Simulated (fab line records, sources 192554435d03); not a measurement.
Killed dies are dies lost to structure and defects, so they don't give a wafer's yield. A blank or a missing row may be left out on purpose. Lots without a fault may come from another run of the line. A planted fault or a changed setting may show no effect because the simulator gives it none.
fab line records | flow n5_finfet
record lots=23 wafers=69 last_day=19
route steps=1938 shown BEOL_M3@932
lots that met no fault: from a run of the same line without faults
start_h: hours from the record's first day to the start of the lot's first wafer shown | wait_h: hours since the lot's step before | " the same as in the row above | L1.1+2: a row that stands for several wafers | - no value, or no start given | * or withheld: withheld | < > ~ a bound
route shown NAME@n: a module of which the file shows steps, and the number in the route of the first | usual: mean/standard deviation of fault-free wafers | same: alike in all rows | chamber/n: place in a boat | sites: the reading at each site | _std_site: their standard deviation | _edge_site: outer sites' mean less inner sites' | radius_mm: how far each site lies from the wafer's centre | mask NAME#n: copy n | behind: the tool/chamber that last shaped the wafer | hold: why the lot was held/for how many hours/how that ended | device: the transistor (n, p or np) that didn't switch | end of line: the same wafers' tests at the end of the route | a step without rows: its recipe alone | killed: dies lost to structure and defects at the first sort, not the wafer's yield | map: a wafer's dies, x killed, . not, _ none there
set.NAME: the setting as run; set.NAME@STEP: as run at that earlier step | model.NAME: the simulator's own value behind a step, which no gauge read
steps of the route over a sample of lots; a table a step, a row a wafer
services: from which hour (start_h, from the record's first day; less than 0 if before it) a tool's chamber was out of use, for how many hours, and why
## steps
# step N5_BEOL_M3_THK_MEAS_01
# recipe reads=SiOC_of_BEOL_M3_ILD_DEP_00
# usual M3_ILD_THK=78.7/1.3
# columns lot.wafer tool chamber start_h wait_h M3_ILD_THK[nm]
L074.2 film_metro-01 - 149.42 0.1 78.6
L074.3 " - " " 78.1
L074.5 " - " " 79.4
L075.3 film_metro-01 - 149.76 0.1 77.8
L075.4 " - " " 78.5
L075.6 " - " " 78.5
L077.1 film_metro-01 - 185.83 0.0 78.1
L077.2 " - " " 77.2
L077.5 " - " " 79.2
L083.1 film_metro-02 - 214.15 0.0 78.4
L083.2 " - " " 76.8
L083.5 " - " " 78.2
L076.1 film_metro-01 - 214.40 0.0 78.9
L076.5 " - " " 78.9
L076.6 " - " " 77.8
L080.1 film_metro-01 - 214.63 0.0 76.0
L080.3 " - " " 77.1
L080.4 " - " " 79.0
L079.1 film_metro-01 - 217.06 0.1 76.9
L079.2 " - " " 77.1
L079.3 " - " " 77.7
L081.1 film_metro-02 - 217.36 0.1 75.9
L081.2 " - " " 76.3
L081.4 " - " " 77.9
L082.1 film_metro-01 - 224.59 0.0 77.1
L082.2 " - " " 76.5
L082.5 " - " " 78.8
L084.2 film_metro-02 - 226.67 0.1 77.2
L084.4 " - " " 78.1
L084.6 " - " " 78.3
L085.3 film_metro-01 - 228.53 0.1 80.6
L085.5 " - " " 81.1
L085.6 " - " " 80.6
L088.1 film_metro-01 - 231.18 0.0 78.4
L088.2 " - " " 79.2
L088.4 " - " " 81.4
L086.1 film_metro-01 - 231.38 0.1 77.3
L086.2 " - " " 77.5
L086.4 " - " " 77.9
L087.4 film_metro-02 - 236.54 0.0 79.9
L087.5 " - " " 81.0
L087.6 " - " " 80.8
L089.1 film_metro-02 - 245.73 0.0 78.5
L089.3 " - " " 79.9
L089.5 " - " " 80.8
L090.1 film_metro-02 - 256.98 0.0 78.4
L090.2 " - " " 78.4
L090.4 " - " " 81.7
L091.1 film_metro-02 - 267.13 0.0 77.1
L091.3 " - " " 78.4
L091.6 " - " " 80.2
L092.3 film_metro-01 - 272.91 0.1 79.5
L092.4 " - " " 80.2
L092.5 " - " " 80.9
L093.1 film_metro-01 - 279.45 0.0 76.5
L093.3 " - " " 78.6
L093.5 " - " " 79.8
L094.1 film_metro-01 - 281.51 0.0 78.4
L094.2 " - " " 76.5
L094.5 " - " " 79.8
L095.1 film_metro-01 - 284.67 0.0 78.7
L095.5 " - " " 78.2
L095.6 " - " " 80.3
L096.3 film_metro-02 - 294.53 0.1 78.1
L096.5 " - " " 79.8
L096.6 " - " " 80.5
L097.1 film_metro-01 - 300.84 0.0 76.7
L097.3 " - " " 77.6
L097.5 " - " " 80.6
# step N5_BEOL_M3_ETCH_63
# recipe chemistry=CF4 target=SiARC target_depth_a=156 mask_material=CAR-EUV time_s=26 ion_energy_ev=80 pressure_mtorr=40 source_w=545 bias_w=36 Ar_flow_sccm=100 cf4_flow_sccm=100 ends=cleared
# usual drypump_motor_current_A=5.74/0.28 etch_rf_on_time_s=26.0/0.82 mfc_ar_sccm=100.06/0.29 oes_product_au=0.67/0.069 rf_vpp_V=183.8/1.2 showerhead_plenum_p_Torr=2.13/0.074 throttle_valve_pct=15.59/0.26
# columns lot.wafer tool chamber start_h wait_h drypump_motor_current_A etch_rf_on_time_s mfc_ar_sccm oes_product_au rf_hours_counter_h rf_vpp_V showerhead_plenum_p_Torr throttle_valve_pct
L074.2 rie_diel-05 0 150.38 0.0 5.78 26.7 100.25 0.63 176 184.8 2.12 15.69
L074.3 " 2 " " 5.64 28.0 99.80 0.58 224 184.0 2.12 16.01
L074.5 " 0 " " 5.78 26.7 100.27 0.63 - 182.2 2.12 15.70
L075.3 rie_diel-01 0 150.61 0.0 5.65 25.8 100.30 0.73 56 183.1 2.09 15.13
L075.4 " 1 " " 6.12 26.1 99.76 0.72 - 183.9 2.16 15.51
L075.6 " 0 " " 5.64 26.2 100.23 0.72 - 184.1 2.09 15.14
L077.1 rie_diel-06 2 186.98 0.0 6.03 26.2 99.68 0.64 125 184.1 2.06 15.63
L077.2 " 1 " " 6.24 24.9 100.18 0.63 212 183.7 2.04 15.47
L077.5 " 0 " " 5.89 26.1 100.34 0.63 - 183.8 2.24 15.68
L083.1 rie_diel-06 3 216.88 0.0 5.41 27.0 100.27 0.70 57 184.9 2.27 15.68
L083.2 " 1 " " 6.23 25.4 100.18 0.63 219 183.7 2.04 15.48
L083.5 " 1 " " 6.27 25.3 100.17 0.63 - 182.8 2.04 15.51
L076.1 rie_diel-05 1 216.92 0.0 5.22 26.7 100.17 0.60 184 183.0 2.05 15.91
L076.5 " 2 " " 5.62 28.2 100.15 0.58 - 182.9 2.11 16.05
L076.6 " 1 " " 5.20 26.5 100.33 0.61 - 181.8 2.04 15.93
L080.1 rie_diel-01 3 216.96 0.0 5.87 25.0 100.68 0.81 10 184.1 2.20 15.27
L080.3 " 1 " " 6.12 26.5 100.22 0.70 79 184.6 2.16 15.55
L080.4 " 0 " " 5.65 26.3 100.18 0.69 78 184.8 2.08 15.19
L079.1 rie_diel-01 3 217.72 0.0 5.84 24.9 100.32 0.81 10 184.5 2.20 15.24
L079.2 " 1 " " 6.09 26.2 99.46 0.70 79 184.2 2.16 15.54
L079.3 " 0 " " 5.69 26.2 100.44 0.70 78 182.6 2.08 15.17
L081.1 rie_diel-01 0 220.11 0.0 5.63 26.1 99.84 0.70 79 183.3 2.08 15.17
L081.2 " 3 " " 5.85 24.9 100.63 0.82 11 185.5 2.20 15.25
L081.4 " 2 " " 5.64 25.8 100.01 0.61 217 183.5 2.19 15.79
L082.1 rie_diel-01 2 225.82 0.0 5.65 26.0 100.17 0.60 219 184.4 2.19 15.82
L082.2 " 3 " " 5.83 24.9 99.69 0.80 13 184.4 2.20 15.26
L082.5 " 2 " " 5.65 26.1 99.83 0.61 - 184.1 2.19 15.79
L084.2 rie_diel-01 0 228.08 0.0 5.70 25.8 99.73 0.70 82 183.0 2.08 15.18
L084.4 " 3 " " 5.82 24.7 99.60 0.81 - 185.4 2.20 15.26
L084.6 " 2 " " 5.67 25.7 100.09 0.60 - 185.4 2.19 15.81
L085.3 rie_diel-06 3 231.49 0.0 5.42 26.8 99.95 0.70 61 182.9 2.27 15.68
L085.5 " 2 " " 6.01 26.2 100.40 0.63 - 183.4 2.06 15.65
L085.6 " 1 " " 6.27 25.3 100.38 0.62 - 182.9 2.04 15.50
L088.1 rie_diel-05 2 232.63 0.0 5.64 28.0 100.24 0.57 245 182.8 2.11 16.07
L088.2 " 0 " " 5.77 26.3 100.32 0.61 202 183.4 2.11 15.75
L088.4 " 3 " " 5.77 24.4 99.52 0.73 101 182.8 2.08 15.28
L086.1 rie_diel-05 2 232.86 0.0 5.68 28.4 99.83 0.57 246 183.1 2.11 16.05
L086.2 " 0 " " 5.79 26.9 99.90 0.61 202 184.3 2.11 15.75
L086.4 " 3 " " 5.76 24.6 100.42 0.72 101 183.5 2.08 15.31
L087.4 rie_diel-01 3 239.13 0.0 5.85 25.1 100.29 0.80 - 184.3 2.20 15.27
L087.5 " 0 " " 5.67 25.9 100.03 0.69 - 186.1 2.08 15.19
L087.6 " 2 " " 5.64 25.7 99.77 0.61 - 183.9 2.19 15.82
L089.1 rie_diel-06 3 248.51 0.0 5.44 26.6 100.61 0.69 66 185.2 2.27 15.71
L089.3 " 2 " " 5.99 25.6 100.01 0.64 141 181.9 2.05 15.66
L089.5 " 3 " " 5.41 26.6 100.13 0.70 - 185.9 2.27 15.71
L090.1 rie_diel-06 2 259.03 0.0 6.01 25.9 100.02 0.62 144 182.6 2.05 15.67
L090.2 " 1 " " 6.25 25.6 100.02 0.62 231 182.4 2.04 15.54
L090.4 " 0 " " 5.92 26.3 100.01 0.62 168 185.2 2.23 15.72
L091.1 rie_diel-06 2 268.72 0.0 5.97 26.1 100.03 0.61 146 183.5 2.05 15.67
L091.3 " 0 " " 5.91 26.7 100.42 0.62 169 183.9 2.23 15.72
L091.6 " 2 " " 5.98 26.0 99.90 0.62 - 183.1 2.05 15.66
L092.3 rie_diel-01 0 275.86 0.0 5.67 25.9 99.82 0.70 97 183.0 2.07 15.23
L092.4 " 3 " " 5.85 25.4 100.11 0.77 28 183.9 2.20 15.30
L092.5 " 3 " " 5.86 24.9 100.06 0.78 - 183.1 2.19 15.28
L093.1 rie_diel-01 3 281.24 0.0 5.85 25.0 100.02 0.77 30 185.0 2.19 15.28
L093.3 " 1 " " 6.11 25.9 99.86 0.69 92 186.0 2.15 15.57
L093.5 " 3 " " 5.86 24.9 99.53 0.78 - 184.8 2.19 15.30
L094.1 rie_diel-05 1 282.17 0.0 5.17 26.5 99.96 0.60 202 183.0 2.04 15.98
L094.2 " 2 " " 5.65 26.5 100.31 0.83 5 183.8 2.11 15.56
L094.5 " 2 " " 5.65 26.6 100.39 0.82 - 183.2 2.11 15.55
L095.1 rie_diel-05 3 286.07 0.0 5.76 24.7 99.83 0.70 116 183.1 2.08 15.33
L095.5 " 1 " " 5.17 26.1 99.89 0.60 - 183.7 2.04 15.96
L095.6 " 0 " " 5.78 26.4 99.67 0.60 - 182.5 2.11 15.77
L096.3 rie_diel-05 1 295.56 0.0 5.21 26.4 100.41 0.60 205 184.1 2.04 15.97
L096.5 " 0 " " 5.77 26.8 99.82 0.60 - 183.3 2.11 15.79
L096.6 " 1 " " 5.19 26.5 100.26 0.59 - 182.1 2.04 15.97
L097.1 rie_diel-05 0 301.50 0.0 5.76 26.6 100.67 0.60 218 182.5 2.11 15.78
L097.3 " 3 " " 5.75 24.7 100.27 0.70 120 184.5 2.08 15.32
L097.5 " 2 " " 5.64 26.5 100.22 0.81 - 184.5 2.10 15.55
# step N5_BEOL_M3_ETCH_64
# recipe chemistry=N2/H2 target=SOC target_depth_a=750 overetch_a=150 mask_material=SiARC temp_c=40 time_s=112.5 ion_energy_ev=200 pressure_mtorr=30 source_w=840 bias_w=150 n2_flow_sccm=200 h2_flow_sccm=200
# usual drypump_motor_current_A=5.75/0.28 n2_flow_sccm=199.9/0.62 oes_product_au=0.62/0.059 rf_vpp_V=523.5/2.6 showerhead_plenum_p_Torr=2.52/0.087 throttle_valve_pct=17.8/0.32
# columns lot.wafer tool chamber start_h wait_h drypump_motor_current_A n2_flow_sccm oes_product_au rf_hours_counter_h rf_vpp_V showerhead_plenum_p_Torr throttle_valve_pct
L074.2 rie_diel-05 0 150.41 0.0 5.80 200.4 0.58 176 524.4 2.52 17.8
L074.3 " 2 " " 5.63 200.0 0.56 224 522.2 2.51 18.2
L074.5 " 0 " " 5.82 200.3 0.59 - 523.3 2.52 17.8
L075.3 rie_diel-01 0 150.63 0.0 5.67 200.1 0.66 57 521.4 2.47 17.3
L075.4 " 1 " " 6.11 199.9 0.66 - 524.9 2.59 17.9
L075.6 " 0 " " 5.67 200.0 0.67 - 521.0 2.47 17.3
L077.1 rie_diel-06 2 187.01 0.0 6.02 200.2 0.59 125 521.1 2.47 18.2
L077.2 " 1 " " 6.28 199.7 0.58 212 519.3 2.42 17.7
L077.5 " 0 " " 5.91 199.9 0.59 - 526.2 2.64 17.9
L083.1 rie_diel-06 3 216.91 0.0 5.41 200.7 0.66 57 529.2 2.69 17.8
L083.2 " 1 " " 6.27 199.7 0.58 219 520.1 2.42 17.7
L083.5 " 1 " " 6.26 199.5 0.58 - 519.9 2.42 17.7
L076.1 rie_diel-05 1 216.95 0.0 5.18 200.0 0.57 184 519.7 2.40 17.9
L076.5 " 2 " " 5.64 198.7 0.56 - 522.8 2.50 18.2
L076.6 " 1 " " 5.19 199.4 0.57 - 520.4 2.40 17.9
L080.1 rie_diel-01 3 216.98 0.0 5.83 200.0 0.74 10 525.5 2.57 17.2
L080.3 " 1 " " 6.10 200.4 0.65 79 525.6 2.59 17.9
L080.4 " 0 " " 5.66 200.1 0.65 78 521.9 2.46 17.3
L079.1 rie_diel-01 3 217.75 0.0 5.86 200.3 0.73 10 524.6 2.57 17.2
L079.2 " 1 " " 6.11 199.5 0.66 79 525.8 2.59 17.9
L079.3 " 0 " " 5.65 199.1 0.64 78 523.3 2.47 17.4
L081.1 rie_diel-01 0 220.14 0.0 5.69 200.5 0.65 79 522.0 2.46 17.4
L081.2 " 3 " " 5.84 200.6 0.73 11 526.0 2.57 17.2
L081.4 " 2 " " 5.68 200.6 0.55 217 525.1 2.63 18.2
L082.1 rie_diel-01 2 225.85 0.0 5.68 200.5 0.56 219 525.1 2.63 18.1
L082.2 " 3 " " 5.87 199.4 0.73 13 526.3 2.57 17.2
L082.5 " 2 " " 5.67 199.3 0.56 - 526.0 2.63 18.1
L084.2 rie_diel-01 0 228.10 0.0 5.70 200.1 0.65 82 521.5 2.46 17.4
L084.4 " 3 " " 5.85 199.8 0.73 - 526.4 2.57 17.2
L084.6 " 2 " " 5.70 202.2 0.56 - 525.1 2.63 18.2
L085.3 rie_diel-06 3 231.52 0.0 5.42 200.8 0.65 61 527.7 2.69 17.8
L085.5 " 2 " " 6.02 200.3 0.58 - 520.7 2.47 18.2
L085.6 " 1 " " 6.24 198.9 0.57 - 519.7 2.42 17.7
L088.1 rie_diel-05 2 232.66 0.0 5.64 200.4 0.56 246 523.4 2.50 18.2
L088.2 " 0 " " 5.77 199.5 0.57 202 525.0 2.51 17.8
L088.4 " 3 " " 5.75 199.2 0.65 101 521.6 2.47 17.5
L086.1 rie_diel-05 2 232.89 0.0 5.61 199.3 0.55 246 522.9 2.50 18.2
L086.2 " 0 " " 5.79 200.9 0.57 202 521.5 2.51 17.8
L086.4 " 3 " " 5.78 200.6 0.64 101 521.1 2.47 17.5
L087.4 rie_diel-01 3 239.20 0.1 5.85 199.0 0.72 - 524.6 2.57 17.2
L087.5 " 0 " " 5.69 200.4 0.64 - 521.7 2.46 17.4
L087.6 " 2 " " 5.65 200.6 0.55 - 525.1 2.63 18.2
L089.1 rie_diel-06 3 248.54 0.0 5.39 200.1 0.65 66 529.0 2.69 17.8
L089.3 " 2 " " 6.02 200.0 0.58 141 520.6 2.46 18.2
L089.5 " 3 " " 5.40 200.1 0.65 - 527.9 2.69 17.8
L090.1 rie_diel-06 2 259.06 0.0 6.01 199.6 0.58 144 522.2 2.46 18.2
L090.2 " 1 " " 6.28 199.6 0.57 231 520.8 2.42 17.7
L090.4 " 0 " " 5.90 199.8 0.59 168 526.6 2.63 17.9
L091.1 rie_diel-06 2 268.75 0.0 6.05 199.4 0.58 146 520.7 2.46 18.2
L091.3 " 0 " " 5.90 200.5 0.58 169 527.5 2.63 17.9
L091.6 " 2 " " 6.00 200.0 0.58 - 520.7 2.46 18.2
L092.3 rie_diel-01 0 275.89 0.0 5.72 199.5 0.63 97 520.2 2.46 17.4
L092.4 " 3 " " 5.85 199.9 0.70 28 526.8 2.56 17.2
L092.5 " 3 " " 5.86 199.4 0.70 - 525.6 2.56 17.2
L093.1 rie_diel-01 3 281.27 0.0 5.86 198.6 0.71 30 525.1 2.56 17.3
L093.3 " 1 " " 6.11 200.5 0.64 92 526.2 2.58 18.0
L093.5 " 3 " " 5.86 199.6 0.71 - 525.7 2.56 17.2
L094.1 rie_diel-05 1 282.20 0.0 5.19 199.8 0.57 202 521.1 2.40 17.9
L094.2 " 2 " " 5.66 199.6 0.78 5 523.2 2.49 17.7
L094.5 " 2 " " 5.66 199.4 0.78 - 522.9 2.49 17.7
L095.1 rie_diel-05 3 286.10 0.0 5.76 200.5 0.64 117 521.1 2.46 17.5
L095.5 " 1 " " 5.18 200.0 0.57 - 521.4 2.40 18.0
L095.6 " 0 " " 5.76 199.9 0.57 - 522.1 2.50 17.9
L096.3 rie_diel-05 1 295.59 0.0 5.21 198.2 0.56 205 520.8 2.40 17.9
L096.5 " 0 " " 5.75 199.6 0.57 - 523.2 2.50 17.9
L096.6 " 1 " " 5.19 199.0 0.55 - 520.4 2.40 17.9
L097.1 rie_diel-05 0 301.53 0.0 5.79 199.9 0.56 218 524.0 2.50 17.8
L097.3 " 3 " " 5.77 199.4 0.63 120 521.7 2.46 17.5
L097.5 " 2 " " 5.68 199.3 0.76 - 521.9 2.49 17.7
# step N5_BEOL_M3_OVL_MEAS_29
# recipe points_per_wafer=522
# usual V2_OVL=0.5/0.72
# columns lot.wafer tool chamber start_h wait_h V2_OVL[nm]
L074.2 overlay-01 0 151.19 0.0 0.4
L074.3 " 0 " " 1.0
L074.5 " 0 " " 1.0
L075.3 overlay-02 0 151.47 0.0 0.6
L075.4 " 0 " " 0.4
L075.6 " 0 " " 0.2
L077.1 overlay-02 0 187.97 0.0 0.7
L077.2 " 0 " " -0.2
L077.5 " 0 " " 1.1
L076.1 overlay-02 0 217.77 0.0 0.3
L076.5 " 0 " " 0.7
L076.6 " 0 " " -0.2
L083.1 overlay-02 0 217.95 0.0 1.3
L083.2 " 0 " " 0.2
L083.5 " 0 " " 0.7
L080.1 overlay-02 0 218.01 0.0 -0.7
L080.3 " 0 " " -0.6
L080.4 " 0 " " 1.2
L079.1 overlay-02 0 218.57 0.0 0.4
L079.2 " 0 " " 0.2
L079.3 " 0 " " 0.4
L081.1 overlay-02 0 220.99 0.0 -0.4
L081.2 " 0 " " 0.5
L081.4 " 0 " " 0.3
L082.1 overlay-01 0 226.67 0.0 -0.2
L082.2 " 0 " " 0.9
L082.5 " 0 " " 1.0
L084.2 overlay-02 0 228.81 0.0 -0.1
L084.4 " 0 " " -0.1
L084.6 " 0 " " 0.2
L085.3 overlay-01 0 232.34 0.0 1.1
L085.5 " 0 " " 1.5
L085.6 " 0 " " 1.4
L088.1 overlay-01 0 233.38 0.0 0.5
L088.2 " 0 " " 1.1
L088.4 " 0 " " 0.2
L086.1 overlay-01 0 233.58 0.0 0.6
L086.2 " 0 " " 1.3
L086.4 " 0 " " 0.7
L087.4 overlay-01 0 239.99 0.0 0.9
L087.5 " 0 " " 1.3
L087.6 " 0 " " 1.4
L089.1 overlay-01 0 249.39 0.0 1.4
L089.3 " 0 " " 1.2
L089.5 " 0 " " 1.3
L090.1 overlay-02 0 259.76 0.0 -0.1
L090.2 " 0 " " 0.2
L090.4 " 0 " " 1.5
L091.1 overlay-02 0 269.57 0.0 -2.1
L091.3 " 0 " " -1.3
L091.6 " 0 " " -0.8
L092.3 overlay-02 0 276.72 0.0 0.5
L092.4 " 0 " " 1.6
L092.5 " 0 " " -0.2
L093.1 overlay-01 0 282.27 0.0 1.0
L093.3 " 0 " " 1.2
L093.5 " 0 " " 1.0
L094.1 overlay-02 0 282.90 0.0 0.8
L094.2 " 0 " " 1.7
L094.5 " 0 " " 1.0
L095.1 overlay-02 0 286.82 0.0 1.7
L095.5 " 0 " " 2.3
L095.6 " 0 " " 1.1
L096.3 overlay-02 0 296.44 0.0 0.4
L096.5 " 0 " " 0.0
L096.6 " 0 " " 0.4
L097.1 overlay-02 0 302.35 0.0 1.3
L097.3 " 0 " " 0.4
L097.5 " 0 " " 0.5
# step N5_BEOL_M3_TRENCH_ETCH_37
# recipe chemistry=C4F6/O2 target_depth_a=555.55 target=SiOC time_s=29.2 ion_energy_ev=250 pressure_mtorr=30 source_w=355 bias_w=185 Ar_flow_sccm=300 C4F6_flow_sccm=10 O2_flow_sccm=10
# usual drypump_motor_current_A=5.77/0.27 mfc_ar_sccm=300.0/0.82 oes_product_au=0.77/0.071 rf_vpp_V=660/13 showerhead_plenum_p_Torr=2.83/0.099 throttle_valve_pct=20.84/0.25
# columns lot.wafer tool chamber start_h wait_h drypump_motor_current_A mfc_ar_sccm oes_product_au rf_hours_counter_h rf_vpp_V showerhead_plenum_p_Torr throttle_valve_pct
L074.2 rie_diel-01 2 - - 5.67 299.7 0.71 198 656 2.94 21.07
L074.3 " 0 " " 5.70 300.3 0.83 58 661 2.79 20.43
L074.5 " 0 " " 5.70 300.5 0.84 - 660 2.79 20.44
L075.3 rie_diel-01 1 - - 6.10 298.5 0.85 62 680 2.91 20.94
L075.4 " 1 " " 6.11 299.1 0.85 - 680 2.91 20.95
L075.6 " 2 " " 5.67 300.8 0.71 - 655 2.94 21.07
L077.1 rie_diel-06 3 - - 5.41 301.4 0.83 54 672 3.02 20.94
L077.2 " 1 " " 6.27 301.2 0.73 217 639 2.71 20.65
L077.5 " 1 " " 6.26 301.0 0.73 - 639 2.71 20.66
L076.1 rie_diel-06 0 - - 5.91 299.2 0.74 157 676 2.98 21.06
L076.5 " 1 " " 6.25 299.7 0.73 - 639 2.70 20.64
L076.6 " 0 " " 5.93 299.7 0.75 - 674 2.98 21.04
L083.1 rie_diel-06 1 - - 6.25 300.5 0.72 222 640 2.70 20.63
L083.2 " 3 " " 5.40 298.7 0.82 60 671 3.01 20.97
L083.5 " 0 " " 5.92 298.1 0.73 - 675 2.98 21.05
L081.1 rie_diel-05 1 - - 5.20 300.1 0.70 188 669 2.71 21.12
L081.2 " 0 " " 5.81 299.7 0.72 201 652 2.81 20.87
L081.4 " 2 " " 5.65 298.9 0.67 245 649 2.80 21.23
L080.1 rie_diel-05 1 - - 5.20 300.3 0.71 189 670 2.71 21.11
L080.3 " 2 " " 5.69 299.1 0.67 245 648 2.80 21.24
L080.4 " 0 " " 5.78 300.3 0.71 201 652 2.81 20.87
L079.1 rie_diel-05 2 - - 5.65 299.8 0.67 245 648 2.79 21.23
L079.2 " 1 " " 5.17 298.7 0.70 189 670 2.71 21.10
L079.3 " 3 " " 5.76 298.8 0.83 101 666 2.76 20.50
L082.1 rie_diel-01 2 - - 5.66 300.1 0.69 225 657 2.93 21.10
L082.2 " 3 " " 5.84 300.0 0.91 18 640 2.92 20.55
L082.5 " 2 " " 5.67 301.4 0.69 - 655 2.93 21.11
L084.2 rie_diel-01 2 - - 5.67 300.6 0.69 226 656 2.93 21.10
L084.4 " 0 " " 5.67 301.1 0.80 - 659 2.78 20.47
L084.6 " 2 " " 5.66 300.7 0.70 - 654 2.93 21.11
L085.3 rie_diel-05 3 - - 5.75 299.3 0.83 107 668 2.76 20.50
L085.5 " 0 " " 5.76 300.2 0.71 - 652 2.80 20.89
L085.6 " 1 " " 5.20 300.8 0.70 - 669 2.70 21.13
L088.1 rie_diel-05 1 - - 5.19 299.9 0.71 195 670 2.70 21.13
L088.2 " 0 " " 5.80 299.1 0.71 207 652 2.80 20.89
L088.4 " 1 " " 5.17 300.2 0.70 - 669 2.70 21.10
L086.1 rie_diel-01 1 - - 6.12 299.9 0.82 85 680 2.89 20.98
L086.2 " 0 " " 5.67 300.5 0.80 91 658 2.78 20.47
L086.4 " 2 " " 5.67 301.5 0.70 229 656 2.93 21.11
L087.4 rie_diel-05 1 - - 5.21 302.2 0.69 - 670 2.70 21.14
L087.5 " 3 " " 5.77 300.2 0.81 - 668 2.75 20.49
L087.6 " 0 " " 5.81 298.5 0.71 - 652 2.80 20.92
L091.1 rie_diel-01 1 - - 6.12 299.2 0.81 91 679 2.89 21.01
L091.3 " 0 " " 5.66 300.8 0.80 97 658 2.77 20.48
L091.6 " 1 " " 6.12 299.6 0.81 - 679 2.89 20.99
L089.1 rie_diel-05 1 - - 5.19 298.5 0.69 201 669 2.70 21.13
L089.3 " 0 " " 5.79 299.5 0.70 213 653 2.80 20.91
L089.5 " 1 " " 5.19 301.2 0.70 - 669 2.70 21.11
L093.1 rie_diel-01 3 - - 5.85 300.3 0.88 34 640 2.91 20.57
L093.3 " 2 " " 5.67 299.0 0.69 240 654 2.92 21.14
L093.5 " 0 " " 5.66 298.9 0.79 - 659 2.77 20.51
L090.1 rie_diel-01 1 - - 6.14 300.5 0.80 97 681 2.89 21.01
L090.2 " 2 " " 5.65 300.2 0.69 241 656 2.92 21.12
L090.4 " 3 " " 5.85 300.0 0.88 35 641 2.91 20.59
L092.3 rie_diel-01 3 - - 5.87 301.4 0.87 37 641 2.91 20.56
L092.4 " 1 " " 6.14 299.7 0.80 98 680 2.89 21.00
L092.5 " 3 " " 5.84 299.8 0.87 - 640 2.91 20.59
L094.1 rie_diel-06 3 - - 5.44 300.6 0.80 79 671 3.00 21.01
L094.2 " 1 " " 6.23 300.7 0.71 239 640 2.70 20.66
L094.5 " 0 " " 5.91 300.5 0.71 - 675 2.97 21.08
L095.1 rie_diel-05 1 - - 5.18 301.7 0.70 207 668 2.70 21.13
L095.5 " 2 " " 5.66 300.3 0.96 - 649 2.79 20.83
L095.6 " 3 " " 5.77 300.1 0.81 - 666 2.75 20.51
L096.3 rie_diel-01 1 - - 6.14 299.2 0.80 100 680 2.89 21.02
L096.5 " 1 " " 6.14 299.7 0.80 - 680 2.89 21.01
L096.6 " 0 " " 5.62 299.9 0.78 - 658 2.77 20.52
L097.1 rie_diel-06 3 - - 5.42 298.6 0.79 82 670 3.00 21.00
L097.3 " 2 " " 6.04 299.7 0.73 155 641 2.71 20.86
L097.5 " 1 " " 6.27 300.2 0.71 - 639 2.70 20.68
# step N5_BEOL_M3_PRE_CLEAN_45
# recipe gas=H2/He time_s=30 temp_c=250
# usual heater_power_w=347/35
# columns lot.wafer tool chamber start_h wait_h heater_power_w
L074.2 pvd_sputter-02 - 157.32 0.0 303
L074.3 " - " " 318
L074.5 " - " " 310
L075.3 pvd_sputter-02 - 162.80 0.0 372
L075.4 " - " " 374
L075.6 " - " " 305
L077.1 pvd_sputter-02 - 205.12 0.0 310
L077.2 " - " " 310
L077.5 " - " " 372
L076.1 pvd_sputter-03 - 224.64 0.0 355
L076.5 " - " " 302
L076.6 " - " " 343
L083.1 pvd_sputter-02 - 227.76 0.0 314
L083.2 " - " " 370
L083.5 " - " " 369
L081.1 pvd_sputter-02 - 231.94 0.0 304
L081.2 " - " " 378
L081.4 " - " " 300
L080.1 pvd_sputter-01 - 232.33 0.0 359
L080.3 " - " " 342
L080.4 " - " " 341
L079.1 pvd_sputter-01 - 232.85 0.0 331
L079.2 " - " " 362
L079.3 " - " " 426
L082.1 pvd_sputter-01 - 242.14 0.0 422
L082.2 " - " " 342
L082.5 " - " " 333
L084.2 pvd_sputter-01 - 245.38 0.0 354
L084.4 " - " " 415
L084.6 " - " " 343
L085.3 pvd_sputter-01 - 248.34 0.0 435
L085.5 " - " " 356
L085.6 " - " " 338
L088.1 pvd_sputter-03 - 253.48 0.0 340
L088.2 " - " " 366
L088.4 " - " " 339
L086.1 pvd_sputter-01 - 255.75 0.0 346
L086.2 " - " " 334
L086.4 " - " " 361
L087.4 pvd_sputter-03 - 263.26 0.0 301
L087.5 " - " " 302
L087.6 " - " " 338
L091.1 pvd_sputter-01 - 276.17 0.0 343
L091.3 " - " " 363
L091.6 " - " " 435
L089.1 pvd_sputter-03 - 281.15 0.0 364
L089.3 " - " " 308
L089.5 " - " " 338
L093.1 pvd_sputter-03 - 295.01 0.0 303
L093.3 " - " " 359
L093.5 " - " " 363
L090.1 pvd_sputter-03 - 298.13 0.0 353
L090.2 " - " " 310
L090.4 " - " " 346
L092.3 pvd_sputter-03 - 300.66 0.0 309
L092.4 " - " " 340
L092.5 " - " " 364
L094.1 pvd_sputter-02 - 300.72 0.0 291
L094.2 " - " " 384
L094.5 " - " " 367
L095.1 pvd_sputter-01 - 303.88 0.0 330
L095.5 " - " " 353
L095.6 " - " " 441
L096.3 pvd_sputter-03 - 308.96 0.0 356
L096.5 " - " " 365
L096.6 " - " " 344
L097.1 pvd_sputter-03 - 311.20 0.0 306
L097.3 " - " " 348
L097.5 " - " " 336
## services
# columns tool chamber start_h hours kind
rie_diel-06 - 132.24 0.2 repair
rie_diel-01 2 137.63 13.2 repair
rie_diel-06 - 142.13 0.4 repair
rie_diel-01 3 145.39 3.7 repair
rie_diel-01 3 150.88 - clean
rie_diel-01 3 150.88 - consumable_replace:focus_ring
rie_diel-01 3 150.88 19.4 scheduled_down
rie_diel-01 3 150.88 19.4 vent_cycle
pvd_sputter-01 - 155.00 1.1 repair
pvd_sputter-01 - 161.50 48.4 repair
rie_diel-05 3 162.96 6.1 repair
rie_diel-05 2 176.92 13.9 repair
rie_diel-06 0 177.68 4.9 repair
rie_diel-06 - 185.73 0.7 repair
rie_diel-01 3 191.61 6.5 repair
rie_diel-01 1 226.27 14.9 repair
rie_diel-01 3 231.16 2.1 repair
rie_diel-01 1 243.55 4.0 repair
rie_diel-05 2 245.07 - clean
rie_diel-05 2 245.07 - consumable_replace:focus_ring
rie_diel-05 2 245.07 17.8 scheduled_down
rie_diel-05 2 245.07 17.8 vent_cycle
rie_diel-05 2 283.64 2.9 repair
rie_diel-05 2 290.80 7.5 repair
## key
fault none
